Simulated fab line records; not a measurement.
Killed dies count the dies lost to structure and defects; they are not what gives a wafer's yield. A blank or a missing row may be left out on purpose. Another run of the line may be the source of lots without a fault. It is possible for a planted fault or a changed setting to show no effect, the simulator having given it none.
fab line records    flow nand-harc    part 2 of 2: steps 5 to 6 of 6
record lots=23  wafers=69  last-day=33
route steps=1302 shown A_STAIRCASE@668
lots that met no fault: from a run of the same line without faults
start-h: hours from the record's first day to the start of the lot's first wafer shown    wait-h: time in hours since the lot's previous step    " identical to the entry in the row above    L1.1+2: one row covering several wafers at once    - either no value or no given start    * or withheld: withheld    < > ~ a bound
route shown NAME@n: NAME is a module with steps in the file, n the number in the route of the first one    usual: average and standard deviation across the fault-free wafers    same: alike in all rows    chamber/n: place in a boat    sites: the reading at each site    _std_site: standard deviation of those values    _edge_site: outer sites' mean less inner sites'    radius-mm: for every site, how far away it sits from the centre of the wafer    mask NAME#n: copy n    behind: the last tool/chamber to shape the wafer    hold: why the lot went on hold/how many hours it stayed there/how the hold came to an end    device: the transistor (n, p or np) that didn't switch    end of line: the same wafers' tests at the end of the route    for a step that has no rows: nothing shown but its recipe    killed: dies that structure and defects cost at the first sort, which is not the same as the wafer's yield    map: dies across one wafer; x = killed, . = not, _ = none there
set.NAME: the setting the step ran with; set.NAME@STEP: the setting that earlier step ran with    model.NAME: the simulator's own value behind a step, which no gauge read
a sample of lots followed through the steps of the route, with each step as a table and each wafer as a row
services: the hour from which a tool's chamber was out of use, counted from the record's first day as start-h (under 0 if before that day), plus the number of hours and why
## steps
# step NHARC_A_STAIRCASE_TRIM_200
# recipe time-s=211.2  o2-flow-sccm=500  ar-flow-sccm=0  bias-w=0  chemistry=O2
# usual drypump-motor-current-A=5.8/0.4  mfc-ar-sccm=0.011/0.013  oes-product-au=1.002/0.0099  rf-vpp-V=57.9/0.86  showerhead-plenum-p-Torr=3.55/0.14  throttle-valve-pct=17.037/0.0096
lot.wafer  tool         chamber  start-h  wait-h  drypump-motor-current-A  mfc-ar-sccm  oes-product-au  rf-hours-counter-h  rf-vpp-V  showerhead-plenum-p-Torr  throttle-valve-pct
L075.4     rie-diel-02  0        -        -       6.3                      0            0.982           50                  57.5      3.35                      17.039
L075.1     "            1        "        "       5.2                      0.014        1.020           40                  57.9      3.67                      17.038
L075.5     "            1        "        "       5.2                      0.014        1.024           -                   57.5      3.67                      17.052
L074.1     rie-diel-13  2        -        -       5.8                      0.020        1.002           4                   58.1      3.42                      17.051
L074.3     "            3        "        "       5.9                      0            1.017           4                   58.5      3.56                      17.055
L074.6     "            2        "        "       5.8                      0.020        0.996           -                   55.2      3.42                      17.031
L077.3     rie-diel-02  0        -        -       6.3                      0            0.997           55                  58.4      3.35                      17.018
L077.4     "            3        "        "       5.7                      0.037        1.018           54                  58.1      3.56                      17.031
L077.6     "            0        "        "       6.3                      0            0.996           -                   58.2      3.35                      17.052
L076.1     rie-diel-13  2        -        -       5.8                      0.020        1.002           13                  59.6      3.41                      17.039
L076.4     "            2        "        "       5.8                      0.020        1.005           -                   56.4      3.41                      17.031
L076.5     "            3        "        "       5.9                      0            0.990           -                   58.9      3.56                      17.038
L078.3     rie-diel-09  2        -        -       6.4                      0            0.994           24                  58.4      3.67                      17.030
L078.2     "            0        "        "       6.2                      0.019        0.986           20                  58.5      3.76                      17.022
L078.5     "            1        "        "       5.5                      0            1.017           -                   56.9      3.57                      17.035
L079.3     rie-diel-02  3        -        -       5.7                      0.037        0.993           5                   57.2      3.56                      17.030
L079.1     "            0        "        "       6.3                      0            1.014           5                   56.9      3.35                      17.034
L079.6     "            0        "        "       6.3                      0            1.008           -                   58.8      3.35                      17.032
L080.4     rie-diel-13  3        -        -       5.9                      0            0.998           32                  56.0      3.55                      17.045
L080.1     "            1        "        "       5.9                      0.030        1.007           13                  57.7      3.62                      17.053
L080.6     "            3        "        "       5.9                      0            1.012           -                   59.9      3.55                      17.037
L082.4     rie-diel-13  2        -        -       5.8                      0.020        1.007           36                  58.3      3.40                      17.037
L082.3     "            0        "        "       5.9                      0.024        0.987           38                  57.7      3.63                      17.043
L082.6     "            2        "        "       5.8                      0.020        1.009           -                   57.3      3.40                      17.042
L084.4     rie-diel-09  1        -        -       5.5                      0            1.006           45                  58.1      3.56                      17.032
L084.2     "            2        "        "       6.4                      0            1.007           48                  57.6      3.65                      17.041
L084.5     "            1        "        "       5.5                      0            1.005           -                   58.4      3.56                      17.032
L083.1     rie-diel-09  2        -        -       6.4                      0            1.006           48                  58.3      3.65                      17.052
L083.3     "            1        "        "       5.5                      0            1.005           45                  57.0      3.56                      17.045
L083.5     "            2        "        "       6.4                      0            1.009           -                   56.2      3.65                      17.036
L085.2     rie-diel-13  1        -        -       5.9                      0.030        1.003           27                  59.2      3.61                      17.032
L085.1     "            2        "        "       5.8                      0.020        1.019           43                  57.5      3.40                      17.038
L085.3     "            0        "        "       5.9                      0.024        0.997           45                  57.6      3.62                      17.036
L086.3     rie-diel-09  2        -        -       6.3                      0            1.004           51                  58.7      3.65                      17.025
L086.2     "            3        "        "       5.0                      0            1.010           52                  56.9      3.38                      17.026
L086.6     "            0        "        "       6.2                      0.019        1.004           -                   57.4      3.75                      17.033
L089.4     rie-diel-02  2        -        -       5.6                      0            1.012           33                  59.1      3.79                      17.041
L089.1     "            0        "        "       6.3                      0            1.006           32                  55.8      3.33                      17.047
L089.6     "            2        "        "       5.6                      0            1.018           -                   58.9      3.79                      17.043
L087.3     rie-diel-13  3        -        -       5.9                      0            1.006           59                  58.2      3.53                      17.031
L087.4     "            0        "        "       5.9                      0.024        0.995           57                  59.5      3.62                      17.020
L087.6     "            3        "        "       5.9                      0            1.006           -                   58.7      3.53                      17.039
L088.1     rie-diel-09  1        -        -       5.5                      0            1.016           1                   57.5      3.55                      17.036
L088.4     "            0        "        "       6.2                      0.019        0.993           1                   57.9      3.74                      17.038
L088.5     "            1        "        "       5.5                      0            1.009           -                   58.1      3.55                      17.047
L091.2     rie-diel-02  3        -        -       5.7                      0.037        0.979           43                  58.6      3.54                      17.033
L091.3     "            1        "        "       5.2                      0.014        0.989           33                  58.1      3.64                      17.041
L091.6     "            3        "        "       5.7                      0.037        0.994           -                   57.8      3.54                      17.044
L090.1     rie-diel-09  0        -        -       6.2                      0.019        0.981           8                   57.9      3.74                      17.035
L090.6     "            3        "        "       4.9                      0            1.018           -                   57.8      3.37                      17.037
L090.5     "            0        "        "       6.2                      0.019        0.985           -                   58.4      3.74                      17.020
L093.3     rie-diel-02  3        -        -       5.7                      0.037        0.992           48                  57.9      3.53                      17.014
L093.4     "            0        "        "       6.3                      0            1.010           41                  57.0      3.33                      17.030
L093.6     "            3        "        "       5.7                      0.037        0.992           -                   57.9      3.53                      17.035
L092.4     rie-diel-02  2        -        -       5.7                      0            1.006           52                  56.9      3.78                      17.023
L092.6     "            1        "        "       5.1                      0.014        0.984           -                   55.9      3.64                      17.049
L092.5     "            2        "        "       5.6                      0            1.001           -                   58.4      3.78                      17.028
L094.4     rie-diel-09  3        -        -       5.0                      0            1.002           16                  58.1      3.37                      17.044
L094.1     "            1        "        "       5.5                      0            0.999           18                  57.7      3.54                      17.049
L094.2     "            2        "        "       6.4                      0            1.002           18                  58.2      3.64                      17.042
L095.2     rie-diel-02  1        -        -       5.2                      0.014        0.988           49                  58.5      3.64                      17.033
L095.3     "            3        "        "       5.7                      0.037        0.991           56                  59.1      3.53                      17.027
L095.6     "            2        "        "       5.6                      0            1.002           -                   58.9      3.77                      17.033
L096.2     rie-diel-09  3        -        -       5.0                      0            1.006           26                  58.0      3.36                      17.046
L096.4     "            2        "        "       6.4                      0            1.013           30                  57.7      3.63                      17.052
L096.5     "            3        "        "       5.0                      0            1.003           -                   57.1      3.36                      17.031
L097.4     rie-diel-13  1        -        -       6.0                      0.030        1.012           19                  58.1      3.59                      17.043
L097.2     "            2        "        "       5.8                      0.020        1.006           21                  57.9      3.37                      17.039
L097.5     "            3        "        "       5.9                      0            1.021           -                   57.7      3.52                      17.025
# step NHARC_A_STAIRCASE_ETCH_203
# recipe target-depth-a=1000  time-s=40.5  ion-energy-ev=400  c4f8-flow-sccm=20  o2-flow-sccm=10  ar-flow-sccm=withheld  rf-w=600  bias-w=1000  chemistry=C4F8/O2
# usual oes-product-au=0.946/0.011  rf-vpp-V=897/5
lot.wafer  tool         chamber  start-h  wait-h  oes-product-au  rf-hours-counter-h  rf-vpp-V
L075.1     rie-diel-02  0        -        -       0.929           50                  890
L075.4     "            2        "        "       0.952           44                  886
L075.5     "            3        "        "       0.959           -                   899
L074.1     rie-diel-13  0        -        -       0.935           5                   900
L074.3     "            3        "        "       0.956           5                   898
L074.6     "            3        "        "       0.952           -                   899
L077.3     rie-diel-02  1        -        -       0.973           45                  901
L077.4     "            2        "        "       0.960           49                  885
L077.6     "            1        "        "       0.962           -                   900
L076.1     rie-diel-13  2        -        -       0.944           14                  891
L076.4     "            2        "        "       0.938           -                   891
L076.5     "            3        "        "       0.945           -                   897
L078.2     rie-diel-09  2        -        -       0.942           24                  901
L078.3     "            3        "        "       0.932           22                  892
L078.5     "            0        "        "       0.950           -                   905
L079.1     rie-diel-02  2        -        -       0.951           4                   904
L079.3     "            3        "        "       0.935           5                   895
L079.6     "            1        "        "       0.943           -                   901
L080.4     rie-diel-13  1        -        -       0.958           13                  900
L080.1     "            2        "        "       0.947           29                  892
L080.6     "            0        "        "       0.938           -                   899
L082.3     rie-diel-13  0        -        -       0.946           38                  901
L082.4     "            1        "        "       0.953           19                  897
L082.6     "            2        "        "       0.957           -                   892
L084.4     rie-diel-09  0        -        -       0.964           46                  904
L084.2     "            1        "        "       0.958           45                  896
L084.5     "            2        "        "       0.943           -                   899
L083.1     rie-diel-09  3        -        -       0.945           50                  891
L083.3     "            0        "        "       0.956           46                  904
L083.5     "            3        "        "       0.932           -                   891
L085.2     rie-diel-13  2        -        -       0.965           44                  893
L085.1     "            3        "        "       0.937           48                  897
L085.3     "            1        "        "       0.960           28                  899
L086.3     rie-diel-09  2        -        -       0.952           51                  901
L086.2     "            0        "        "       0.936           49                  905
L086.6     "            2        "        "       0.928           -                   900
L089.1     rie-diel-02  2        -        -       0.957           33                  904
L089.4     "            0        "        "       0.944           32                  889
L089.6     "            2        "        "       0.959           -                   906
L087.3     rie-diel-13  2        -        -       0.945           56                  890
L087.4     "            3        "        "       0.951           59                  896
L087.6     "            0        "        "       0.945           -                   900
L088.4     rie-diel-09  1        -        -       0.957           2                   896
L088.1     "            2        "        "       0.951           1                   900
L088.5     "            1        "        "       0.960           -                   896
L091.2     rie-diel-02  3        -        -       0.930           43                  895
L091.3     "            1        "        "       0.920           33                  900
L091.6     "            3        "        "       0.938           -                   896
L090.1     rie-diel-09  1        -        -       0.954           8                   897
L090.6     "            3        "        "       0.931           -                   890
L090.5     "            0        "        "       0.939           -                   904
L093.4     rie-diel-02  0        -        -       0.945           41                  888
L093.3     "            1        "        "       0.944           37                  899
L093.6     "            3        "        "       0.936           -                   896
L092.4     rie-diel-02  0        -        -       0.946           48                  889
L092.6     "            0        "        "       0.952           -                   888
L092.5     "            1        "        "       0.936           -                   900
L094.1     rie-diel-09  1        -        -       0.965           18                  896
L094.2     "            2        "        "       0.944           18                  900
L094.4     "            3        "        "       0.940           17                  891
L095.2     rie-diel-02  1        -        -       0.937           49                  901
L095.3     "            2        "        "       0.958           58                  904
L095.6     "            3        "        "       0.932           -                   896
L096.4     rie-diel-09  2        -        -       0.952           30                  898
L096.2     "            0        "        "       0.926           25                  903
L096.5     "            2        "        "       0.939           -                   897
L097.4     rie-diel-13  2        -        -       0.960           21                  890
L097.2     "            3        "        "       0.967           25                  895
L097.5     "            3        "        "       0.965           -                   897
## services
tool         chamber  start-h  hours  kind
rie-diel-09  0        329.44   -      clean
rie-diel-09  0        329.44   -      consumable-replace:esc
rie-diel-09  1        329.44   -      clean
rie-diel-09  2        329.44   -      clean
rie-diel-09  3        329.44   -      clean
rie-diel-09  1        333.54   7.2    repair
rie-diel-02  2        341.29   2.4    repair
rie-diel-13  -        342.08   9.0    pm
rie-diel-13  1        351.99   40.0   repair
rie-diel-09  0        353.94   -      clean
rie-diel-09  1        353.94   -      clean
rie-diel-09  3        361.40   6.2    repair
rie-diel-13  0        382.44   5.4    repair
rie-diel-02  -        394.00   9.0    pm
rie-diel-02  3        410.58   1.3    repair
rie-diel-02  2        417.28   3.9    repair
rie-diel-09  0        419.70   5.8    repair
rie-diel-09  1        440.37   1.2    repair
rie-diel-13  -        444.72   1.3    repair
rie-diel-09  -        497.45   9.0    pm
rie-diel-13  -        519.58   9.0    pm
rie-diel-02  3        538.62   6.4    repair
rie-diel-13  -        556.80   1.1    repair
rie-diel-02  -        571.06   9.0    pm
